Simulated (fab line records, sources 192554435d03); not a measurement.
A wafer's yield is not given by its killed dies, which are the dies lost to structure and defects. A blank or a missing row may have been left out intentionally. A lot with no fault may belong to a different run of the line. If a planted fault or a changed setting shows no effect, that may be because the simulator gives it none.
The tool behind it: which one? + flow n5Finfet + 11 lots, 33 wafers sampled, at 3 steps of a route of 1938

== WHAT THE GAUGES READ, wafer by wafer ==
N5_BEOL_M1_THK_MEAS_01.
| lot  | measured     | on           | M1_ILD_THK (nm) |
|------|--------------|--------------|-----------------|
| L760 | day 5 23:41  | filmMetro-02 | 80.4 80.7 81.7  |
| L763 | day 6 19:31  | filmMetro-02 | 80.2 78.2 80.1  |
| L765 | day 7 13:58  | filmMetro-02 | 80.0 81.0 81.3  |
| L768 | day 8 09:37  | filmMetro-02 | 78.4 78.7 80.0  |
| L773 | day 9 00:02  | filmMetro-01 | 78.1 78.0 77.7  |
| L775 | day 9 22:20  | filmMetro-02 | 77.4 79.1 80.8  |
| L776 | day 10 09:58 | filmMetro-01 | 77.9 80.2 79.1  |
| L778 | day 10 14:18 | filmMetro-02 | 79.1 79.1 78.9  |
| L779 | day 10 18:19 | filmMetro-02 | 79.3 78.8 81.0  |
| L781 | day 11 18:58 | filmMetro-01 | 77.0 77.8 78.8  |
| L782 | day 12 05:07 | filmMetro-02 | 78.7 79.5 80.4  |

== EACH LOT AND THE TOOL THAT RAN IT (in order: tool; ch and the chambers of the sampled wafers; start) ==
| lot  | N5_BEOL_M0_SURFACE_TREAT_137 | N5_BEOL_M0_PRE_CLEAN_131        |
|------|------------------------------|---------------------------------|
| L760 | pvdSputter-01, day 5 21:31   | cvdCo-02 ch 0,2, day 5 23:17    |
| L763 | pvdSputter-01, day 6 16:40   | cvdCo-01 ch 0,1, day 6 19:10    |
| L765 | pvdSputter-02, day 7 12:11   | cvdCo-01 ch 0,1,2, day 7 13:37  |
| L768 | pvdSputter-02, day 8 07:35   | cvdCo-02 ch 1,2, day 8 09:16    |
| L773 | pvdSputter-03, day 8 22:02   | cvdCo-01 ch 0,2, day 8 23:40    |
| L775 | pvdSputter-03, day 9 20:35   | cvdCo-01 ch 0,2, day 9 21:59    |
| L776 | pvdSputter-01, day 10 08:11  | cvdCo-01 ch 1,2, day 10 09:37   |
| L778 | pvdSputter-03, day 10 10:58  | cvdCo-01 ch 0,1,2, day 10 13:57 |
| L779 | pvdSputter-01, day 10 16:12  | cvdCo-02 ch 0,1,2, day 10 17:58 |
| L781 | pvdSputter-02, day 11 15:33  | cvdCo-02 ch 1,2, day 11 18:37   |
| L782 | pvdSputter-03, day 12 03:16  | cvdCo-01 ch 0,1, day 12 04:46   |
- N5_BEOL_M0_SURFACE_TREAT_137
- N5_BEOL_M0_PRE_CLEAN_131: time 15 s.

== THE ANSWER, worked out from the rows above alone ==
Rule: what is usual is taken from the lots themselves. Put in order of their means at a reading, lots are off if they are a third of the lots or fewer, leave a main group of 4 or more, and stand apart from it by a gap of 3 or more times the standard deviation of the main group's means; of several such gaps the widest counts. If all means in a main group match to the digits the tables above print for the reading, that group is not used. A lot without any number at a reading at which 4 lots or more have one is off too. Any other lot the step has rows for is counted as sound.
Nothing can be told from this: no lot is off at any reading shown.

== WHAT WAS PUT IN BY THE SIMULATOR ==
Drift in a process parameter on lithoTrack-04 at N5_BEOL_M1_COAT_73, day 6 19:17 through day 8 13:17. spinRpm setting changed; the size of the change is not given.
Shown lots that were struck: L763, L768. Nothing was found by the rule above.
